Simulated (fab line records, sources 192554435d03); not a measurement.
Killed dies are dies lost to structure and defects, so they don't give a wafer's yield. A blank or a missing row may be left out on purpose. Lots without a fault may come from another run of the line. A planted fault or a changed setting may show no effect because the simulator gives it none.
fab line records | flow n5_finfet
record lots=7 wafers=39
route steps=1938 shown DUMMY_GATE@246 SD_EPI_P@321 SD_ACTIVATION@330 HKMG_FIN@402 MOL_CONTACT_COAG@538
start_h: hours from the record's first day to the start of the lot's first wafer shown | wait_h: hours since the lot's step before | " the same as in the row above | L1.1+2: a row that stands for several wafers | - no value, or no start given | * or withheld: withheld | < > ~ a bound
route shown NAME@n: a module of which the file shows steps, and the number in the route of the first | usual: mean/standard deviation of fault-free wafers | same: alike in all rows | chamber/n: place in a boat | sites: the reading at each site | _std_site: their standard deviation | _edge_site: outer sites' mean less inner sites' | radius_mm: how far each site lies from the wafer's centre | mask NAME#n: copy n | behind: the tool/chamber that last shaped the wafer | hold: why the lot was held/for how many hours/how that ended | device: the transistor (n, p or np) that didn't switch | end of line: the same wafers' tests at the end of the route | a step without rows: its recipe alone | killed: dies lost to structure and defects at the first sort, not the wafer's yield | map: a wafer's dies, x killed, . not, _ none there
set.NAME: the setting as run; set.NAME@STEP: as run at that earlier step | model.NAME: the simulator's own value behind a step, which no gauge read
lots whose settings were changed on purpose; a table a step, a row a wafer
## steps
# step N5_DUMMY_GATE_ETCH_32
# recipe chemistry=CF4 target=SiO2 target_depth_a=35 time_s=3.9 ion_energy_ev=350 pressure_mtorr=10 icp_w=800 bias_w=400 cf4_flow_sccm=80
# columns lot.wafer tool chamber start_h wait_h set.time_s model.etch.depth_nm
L078.1 rie_si-05 1 70.59 0.1 4.168 3.674
L078.2 " 0 " " 3.9 3.418
L078.3 " 2 " " 4.168 3.682
L078.4 " 3 " " 3.9 3.499
L078.5 " 3 " " 4.168 3.69
L078.6 " 2 " " 3.9 3.492
L082.1 rie_si-01 1 100.10 0.1 3.9 3.501
L082.2 " 0 " " 3.9 3.557
L082.3 " 3 " " 4.346 3.897
L082.4 " 2 " " 4.346 3.935
L082.5 " 0 " " 4.346 3.952
L082.6 " 1 " " 3.9 3.564
L085.1 rie_si-04 2 115.33 0.1 3.9 3.505
L085.2 " 3 " " 3.432 3.068
L085.3 " 1 " " 3.9 3.482
L085.4 " 0 " " 3.9 3.462
L085.5 " 0 " " 3.432 3.049
L085.6 " 1 " " 3.432 3.036
L088.4 rie_si-05 3 130.89 0.0 3.9 3.514
L088.5 " 3 " " 3.9 3.499
L088.6 " 2 " " 3.9 3.493
L089.1 rie_si-04 0 137.09 0.1 4.653 4.13
L089.2 " 2 " " 3.9 3.514
L089.3 " 3 " " 4.653 4.129
L089.4 " 1 " " 4.653 4.181
L089.5 " 1 " " 3.9 3.527
L089.6 " 0 " " 3.9 3.446
L090.1 rie_si-05 2 150.05 0.1 4.658 4.147
L090.2 " 3 " " 3.9 3.465
L090.3 " 1 " " 3.9 3.485
L090.4 " 0 " " 4.658 4.12
L090.5 " 1 " " 4.658 4.161
L090.6 " 2 " " 3.9 3.499
L095.1 rie_si-04 2 174.58 0.1 3.9 3.476
L095.2 " 0 " " 4.366 3.895
L095.3 " 1 " " 4.366 3.867
L095.4 " 3 " " 3.9 3.449
L095.5 " 2 " " 3.9 3.466
L095.6 " 1 " " 4.366 3.837
# step N5_SD_EPI_P_EPI_21
# recipe material=SiGe:B dopant=B temp_c=550 pressure_torr=20 ambient=H2 time_s=355
# columns lot.wafer tool chamber start_h wait_h set.dopant_conc_cm3
L078.1+3+4 epi_rpcvd-02 0 79.04 0.2 3.178e+20
L078.2+5+6 " 0 " " 3e+20
L082.1+2+3 epi_rpcvd-01 0 107.75 0.3 2.684e+20
L082.4+5+6 " 0 109.67 2.0 3e+20
L085.1+2+4 epi_rpcvd-04 0 126.96 0.2 3.48e+20
L085.3+5+6 " 0 " " 3e+20
L088.4+5+6 epi_rpcvd-02 0 142.55 2.0 3e+20
L089.1+5+6 epi_rpcvd-01 0 146.16 0.3 3e+20
L089.2+3+4 " 0 " " 2.848e+20
L090.1+2+4 epi_rpcvd-02 0 158.56 0.3 3e+20
L090.3+5+6 " 0 159.84 1.4 2.609e+20
L095.1+2+3+4+5+6 epi_rpcvd-02 0 184.77 0.2 3e+20
# step N5_SD_EPI_P_HM_STRIP_48
# recipe chemistry=H3PO4 temp_c=160 material=SiNx target=SiNx target_depth_a=30 overetch_fraction=0.3
# step N5_SD_ACTIVATION_RTA_00
# recipe temp_c=975 time_s=0 ambient=N2 idle_temp_c=600 ramp_up_c_per_s=150 ramp_down_c_per_s=60 cool_to_c=600
# step N5_SD_ACTIVATION_LSA_01
# recipe temp_c=1080 time_s=0.0008 ambient=N2
# step N5_SD_ACTIVATION_RS_MEAS_03
# recipe thk_meas_gauge=four-point-probe
# usual RS_SD_N=22.0/0.31 RS_SD_P=56.5/0.82
# columns lot.wafer tool chamber start_h wait_h set.dopant_conc_cm3@SD_EPI_P_EPI_21 RS_SD_N[ohm/sq] RS_SD_P[ohm/sq]
L078.1 film_metro-01 - 82.57 0.2 3.178e+20 22.3 53.2
L078.2 " - " " 3e+20 21.7 55.9
L078.3 " - " " 3.178e+20 21.7 52.9
L078.4 " - " " 3.178e+20 21.5 53.1
L078.5 " - " " 3e+20 21.8 55.1
L078.6 " - " " 3e+20 22.0 56.3
L082.1 film_metro-01 - 112.43 0.2 2.684e+20 22.0 63.1
L082.2 " - " " 2.684e+20 22.2 62.7
L082.3 " - " " 2.684e+20 22.1 63.2
L082.4 " - " " 3e+20 22.2 56.8
L082.5 " - " " 3e+20 22.2 57.4
L082.6 " - " " 3e+20 22.2 56.8
L085.1 film_metro-02 - 131.05 0.2 3.48e+20 21.8 49.1
L085.2 " - " " 3.48e+20 21.7 49.7
L085.3 " - " " 3e+20 21.6 56.5
L085.4 " - " " 3.48e+20 22.1 49.8
L085.5 " - " " 3e+20 21.9 56.0
L085.6 " - " " 3e+20 21.8 57.4
L088.4 film_metro-01 - 145.19 0.1 3e+20 22.1 58.0
L088.5 " - " " 3e+20 22.0 57.5
L088.6 " - " " 3e+20 22.2 58.2
L089.1 film_metro-01 - 150.73 0.2 3e+20 22.0 55.9
L089.2 " - " " 2.848e+20 22.6 59.9
L089.3 " - " " 2.848e+20 21.9 59.4
L089.4 " - " " 2.848e+20 22.0 59.6
L089.5 " - " " 3e+20 22.5 56.7
L089.6 " - " " 3e+20 22.6 57.4
L090.1 film_metro-01 - 163.04 0.2 3e+20 21.9 55.8
L090.2 " - " " 3e+20 21.8 57.0
L090.3 " - " " 2.609e+20 21.6 65.2
L090.4 " - " " 3e+20 21.8 57.1
L090.5 " - " " 2.609e+20 21.9 63.5
L090.6 " - " " 2.609e+20 21.6 65.5
L095.1 film_metro-02 - 188.32 0.2 3e+20 21.9 56.8
L095.2 " - " " 3e+20 22.0 56.6
L095.3 " - " " 3e+20 21.6 56.8
L095.4 " - " " 3e+20 22.0 55.8
L095.5 " - " " 3e+20 22.2 55.5
L095.6 " - " " 3e+20 21.9 55.5
# step N5_HKMG_FIN_ETCH_54
# recipe chemistry=CF4 target=SiARC target_depth_a=455 mask_material=CAR-ArF time_s=75.8 ion_energy_ev=80 pressure_mtorr=40 source_w=545 bias_w=36 Ar_flow_sccm=100 cf4_flow_sccm=100 ends=cleared
# usual etch_rf_on_time_s=76.2/1.2 rf_vpp_V=184.4/0.97
# columns lot.wafer tool chamber start_h wait_h set.source_w etch_rf_on_time_s rf_vpp_V
L078.1 rie_diel-03 1 97.07 0.0 545 75.6 182.3
L078.2 " 0 " " 545 76.8 184.6
L078.3 " 2 " " 458.3 91.9 195.2
L078.4 " 2 " " 458.3 91.1 195.1
L078.5 " 0 " " 545 76.5 186.6
L078.6 " 1 " " 458.3 89.1 194.5
L082.1 rie_diel-01 1 131.34 0.0 545 73.7 183.1
L082.2 " 3 " " 586.5 68.5 181.0
L082.3 " 2 " " 586.5 70.0 180.4
L082.4 " 0 " " 545 74.5 185.8
L082.5 " 1 " " 586.5 69.2 179.7
L082.6 " 0 " " 545 74.7 185.8
L085.1 rie_diel-04 0 144.71 0.0 545 77.4 183.8
L085.2 " 1 " " 635.7 65.4 175.7
L085.3 " 2 " " 545 75.2 183.5
L085.4 " 3 " " 635.7 66.9 174.3
L085.5 " 2 " " 635.7 65.7 175.4
L085.6 " 3 " " 545 76.5 184.3
L088.4 rie_diel-03 1 158.29 0.0 545 76.2 184.0
L088.5 " 2 " " 545 78.2 184.1
L088.6 " 3 " " 545 75.9 183.6
L089.1 rie_diel-04 0 163.69 0.0 545 76.5 185.1
L089.2 " 3 " " 545 75.8 185.7
L089.3 " 2 " " 507.6 79.8 190.1
L089.4 " 1 " " 507.6 80.0 190.3
L089.5 " 2 " " 545 74.5 182.7
L089.6 " 1 " " 507.6 79.7 189.2
L090.1 rie_diel-03 2 177.52 0.0 545 77.6 183.6
L090.2 " 3 " " 545 76.0 184.2
L090.3 " 0 " " 545 76.1 185.4
L090.4 " 1 " " 545 75.6 182.1
L090.5 " 0 " " 545 75.7 184.0
L090.6 " 3 " " 545 77.1 184.5
L095.1 rie_diel-03 0 202.02 0.0 545 76.2 185.1
L095.2 " 3 " " 545 76.6 184.3
L095.3 " 2 " " 545 77.7 183.8
L095.4 " 3 " " 545 77.3 182.7
L095.5 " 2 " " 545 77.8 184.2
L095.6 " 0 " " 545 75.9 184.8
# step N5_MOL_CONTACT_COAG_ETCH_110
# recipe chemistry=CF4/O2 target=Si target_depth_a=25 time_s=8 pressure_mtorr=100 source_w=200 bias_w=12 ion_energy_ev=60 Ar_flow_sccm=100 cf4_flow_sccm=100 O2_flow_sccm=10
# usual rf_vpp_V=127.8/1.9
# columns lot.wafer tool chamber start_h wait_h set.bias_w rf_vpp_V model.etch.depth_nm
L078.1 rie_diel-03 0 112.81 0.0 12 124.2 2.475
L078.2 " 2 " " 12.79 134.4 2.481
L078.3 " 3 " " 12 129.1 2.517
L078.4 " 1 " " 12.79 134.0 2.565
L078.5 " 0 " " 12.79 133.1 2.531
L078.6 " 3 " " 12 128.2 2.493
L082.1 rie_diel-01 2 147.89 0.0 12 127.3 2.504
L082.2 " 0 " " 12 131.5 2.508
L082.3 " 1 " " 12 126.6 2.514
L082.4 " 3 " " 12 127.5 2.531
L082.5 " 0 " " 12 131.9 2.523
L082.6 " 1 " " 12 126.8 2.525
L085.1 rie_diel-04 1 160.56 0.0 12 128.8 2.492
L085.2 " 0 " " 12 127.8 2.433
L085.3 " 3 " " 9.966 107.0 2.258
L085.4 " 2 " " 9.966 108.0 2.311
L085.5 " 2 " " 9.966 107.9 2.291
L085.6 " 3 " " 12 125.1 2.445
L088.4 rie_diel-01 3 175.06 0.0 12 127.1 2.508
L088.5 " 0 " " 12 130.2 2.518
L088.6 " 1 " " 12 126.5 2.507
L089.1 rie_diel-03 2 181.85 0.0 14.17 144.9 2.579
L089.2 " 3 " " 12 129.1 2.465
L089.3 " 0 " " 12 126.4 2.471
L089.4 " 0 " " 14.17 144.1 2.639
L089.5 " 3 " " 14.17 148.4 2.607
L089.6 " 2 " " 12 128.0 2.391
L090.1 rie_diel-04 1 196.96 0.0 12 129.8 2.45
L090.2 " 0 " " 12 127.9 2.411
L090.3 " 3 " " 14.12 144.3 2.686
L090.4 " 2 " " 14.12 144.9 2.632
L090.5 " 3 " " 12 123.6 2.491
L090.6 " 0 " " 14.12 148.8 2.592
L095.1 rie_diel-03 0 218.04 0.0 12 126.0 2.477
L095.2 " 1 " " 12 127.4 2.507
L095.3 " 2 " " 13.91 143.0 2.574
L095.4 " 2 " " 13.91 144.0 2.563
L095.5 " 0 " " 12 126.1 2.463
L095.6 " 1 " " 13.91 145.3 2.672
# step N5_MOL_CONTACT_COAG_EXPOSE_37
# recipe mask_id=VD na=0.33 source_shape=annular sigma_inner=0.3 sigma_outer=0.7 polarization=unpolarized defocus_nm=0 dose_mj=62
# columns lot.wafer tool chamber start_h wait_h mask set.dose_mj
L078.1+3+5 euv_scanner-01 0 123.02 - VD#0 64.87
L078.2+4+6 " 0 " " VD#0 62
L082.1+3+6 euv_scanner-01 0 158.64 - VD#0 65.93
L082.2+4+5 " 0 " " VD#0 62
L085.1+5+6 euv_scanner-02 0 174.35 - VD#0 66.11
L085.2+3+4 " 0 " " VD#0 62
L088.4+5+6 euv_scanner-01 0 191.91 - VD#0 62
L089.1+4+6 euv_scanner-01 0 193.64 - VD#0 66.4
L089.2+3+5 " 0 " " VD#0 62
L090.1+2+3+4+5+6 euv_scanner-02 0 209.36 - VD#0 62
L095.1+2+4 euv_scanner-01 0 230.37 - VD#0 59.07
L095.3+5+6 " 0 " " VD#0 62
# step N5_MOL_CONTACT_COAG_PEB_38
# recipe peb_temp_c=100 peb_time_s=60 resist=CAR-EUV
# step N5_MOL_CONTACT_COAG_DEVELOP_39
# recipe develop_time_s=30 developer=TMAH resist=CAR-EUV rinse_liquid=surfactant_rinse dry=air_spin dev_temp_c=23
# step N5_MOL_CONTACT_COAG_CD_MEAS_40
# recipe target_cd_nm=25.1 landing_energy_ev=500 detector=se_inlens polarity=opening
# usual cd_nm=25.12/0.25
# columns lot.wafer tool chamber start_h wait_h set.dose_mj@MOL_CONTACT_COAG_EXPOSE_37 cd_nm
L078.1 cd_sem-03 0 123.16 - 64.87 25.63
L078.2 " 0 " " 62 24.98
L078.3 " 0 " " 64.87 25.82
L078.4 " 0 " " 62 25.13
L078.5 " 0 " " 64.87 25.96
L078.6 " 0 " " 62 25.12
L082.1 cd_sem-01 0 158.79 - 65.93 26.20
L082.2 " 0 " " 62 25.22
L082.3 " 0 " " 65.93 26.06
L082.4 " 0 " " 62 24.87
L082.5 " 0 " " 62 25.09
L082.6 " 0 " " 65.93 26.08
L085.1 cd_sem-01 0 174.49 - 66.11 26.14
L085.2 " 0 " " 62 25.60
L085.3 " 0 " " 62 25.24
L085.4 " 0 " " 62 25.11
L085.5 " 0 " " 66.11 26.72
L085.6 " 0 " " 66.11 26.02
L088.4 cd_sem-01 0 192.03 - 62 25.24
L088.5 " 0 " " 62 24.87
L088.6 " 0 " " 62 25.22
L089.1 cd_sem-01 0 193.79 - 66.4 26.25
L089.2 " 0 " " 62 25.00
L089.3 " 0 " " 62 25.18
L089.4 " 0 " " 66.4 26.14
L089.5 " 0 " " 62 24.58
L089.6 " 0 " " 66.4 26.37
L090.1 cd_sem-01 0 209.51 - 62 25.37
L090.2 " 0 " " 62 25.15
L090.3 " 0 " " 62 25.07
L090.4 " 0 " " 62 25.15
L090.5 " 0 " " 62 25.67
L090.6 " 0 " " 62 25.42
L095.1 cd_sem-01 0 230.52 - 59.07 24.15
L095.2 " 0 " " 59.07 24.27
L095.3 " 0 " " 62 25.35
L095.4 " 0 " " 59.07 24.29
L095.5 " 0 " " 62 25.35
L095.6 " 0 " " 62 25.31
# step N5_MOL_CONTACT_COAG_ETCHBACK_134
# recipe chemistry=CHF3 target=SiO2 target_depth_a=100 time_s=6.7 ion_energy_ev=200 pressure_mtorr=30 source_w=610 bias_w=170 Ar_flow_sccm=200 CHF3_flow_sccm=50
# columns lot.wafer tool chamber start_h wait_h set.target_depth_a
L078.1+3+4 rie_diel-01 0,2,2 123.60 0.1 100
L078.2+5+6 " 3,0,3 " " 104
L082.1+5+6 rie_diel-01 1,2,1 159.40 0.2 100
L082.2+3+4 " 0,2,3 " " 92.78
L085.1+2+3 rie_diel-03 0,1,2 176.39 0.1 93.55
L085.4+5+6 " 3,1,0 " " 100
L088.4+5+6 rie_diel-03 3,0,2 192.85 0.1 100
L089.1+3+6 rie_diel-03 0,2,2 195.03 0.1 100
L089.2+4+5 " 3,0,3 " " 113
L090.1+3+6 rie_diel-03 2,1,0 209.94 0.1 86.07
L090.2+4+5 " 3,0,3 " " 100
L095.1+2+3 rie_diel-01 3,2,0 230.96 0.1 93.15
L095.4+5+6 " 0,3,2 " " 100
# step N5_MOL_CONTACT_COAG_ETCH_67
# recipe chemistry=N2/H2 target=SOC target_depth_a=600 overetch_a=210 mask_material=SiARC temp_c=40 time_s=101.2 ion_energy_ev=200 pressure_mtorr=30 source_w=840 bias_w=150 n2_flow_sccm=200 h2_flow_sccm=200
# step N5_MOL_CONTACT_COAG_STRIP_68
# recipe chemistry=N2/H2 temp_c=40 n2_flow_sccm=200 h2_flow_sccm=200 rf_frequency_hz=6e+07
# step N5_MOL_CONTACT_COAG_PRECLEAN_138
# recipe chemistry=alkaline_clean temp_c=60 time_s=60 do_ppb=50
# step N5_MOL_CONTACT_COAG_SRD_139
# recipe dry=ipa_marangoni time_s=30 temp_c=23 rinse_liquid=diw
# step N5_MOL_CONTACT_COAG_CD_MEAS_101
# recipe target_cd_nm=16
# usual cd_nm=16.0/0.33
# columns lot.wafer tool chamber start_h wait_h set.dose_mj@MOL_CONTACT_COAG_EXPOSE_37 cd_nm
L078.1 cd_sem-01 - 124.12 0.0 64.87 16.6
L078.2 " - " " 62 15.7
L078.3 " - " " 64.87 16.5
L078.4 " - " " 62 15.4
L078.5 " - " " 64.87 16.6
L078.6 " - " " 62 15.5
L082.1 cd_sem-01 - 159.92 0.0 65.93 17.1
L082.2 " - " " 62 16.2
L082.3 " - " " 65.93 16.8
L082.4 " - " " 62 15.8
L082.5 " - " " 62 16.0
L082.6 " - " " 65.93 17.1
L085.1 cd_sem-01 - 176.93 0.0 66.11 16.8
L085.2 " - " " 62 15.9
L085.3 " - " " 62 15.9
L085.4 " - " " 62 16.2
L085.5 " - " " 66.11 17.8
L085.6 " - " " 66.11 17.1
L088.4 cd_sem-01 - 193.34 0.0 62 15.6
L088.5 " - " " 62 15.5
L088.6 " - " " 62 15.8
L089.1 cd_sem-01 - 195.57 0.0 66.4 16.9
L089.2 " - " " 62 15.3
L089.3 " - " " 62 15.5
L089.4 " - " " 66.4 16.9
L089.5 " - " " 62 15.4
L089.6 " - " " 66.4 17.5
L090.1 cd_sem-03 - 210.45 0.0 62 16.0
L090.2 " - " " 62 16.1
L090.3 " - " " 62 16.3
L090.4 " - " " 62 16.0
L090.5 " - " " 62 15.9
L090.6 " - " " 62 16.2
L095.1 cd_sem-02 - 231.47 0.0 59.07 14.9
L095.2 " - " " 59.07 15.0
L095.3 " - " " 62 15.6
L095.4 " - " " 59.07 14.6
L095.5 " - " " 62 16.6
L095.6 " - " " 62 16.3
## key
split step=N5_DUMMY_GATE_ETCH_32 setting=time_s stated=3.9 by=wafer
response step=N5_DUMMY_GATE_ETCH_32 reading=model.etch.depth_nm change=+0.034 per=1% r=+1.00
split step=N5_SD_EPI_P_EPI_21 setting=dopant_conc_cm3 stated=3e+20 by=wafer
response step=N5_SD_ACTIVATION_RS_MEAS_03 reading=RS_SD_P change=-0.525 per=1% r=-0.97
split step=N5_HKMG_FIN_ETCH_54 setting=source_w stated=545 by=wafer
response step=N5_HKMG_FIN_ETCH_54 reading=etch_rf_on_time_s change=* per=1% r=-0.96
response step=N5_HKMG_FIN_ETCH_54 reading=rf_vpp_V change=-0.602 per=1% r=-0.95
split step=N5_MOL_CONTACT_COAG_ETCH_110 setting=bias_w stated=12 by=wafer
response step=N5_MOL_CONTACT_COAG_ETCH_110 reading=rf_vpp_V change=+1.07 per=1% r=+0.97
response step=N5_MOL_CONTACT_COAG_ETCH_110 reading=model.etch.depth_nm change=+0.00922 per=1% r=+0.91
split step=N5_MOL_CONTACT_COAG_EXPOSE_37 setting=dose_mj stated=62 by=wafer
response step=N5_MOL_CONTACT_COAG_CD_MEAS_40 reading=cd_nm change=+0.175 per=1% r=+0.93
response step=N5_MOL_CONTACT_COAG_CD_MEAS_101 reading=cd_nm change=+0.209 per=1% r=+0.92
split step=N5_MOL_CONTACT_COAG_ETCHBACK_134 setting=target_depth_a stated=100 by=wafer
response none clear
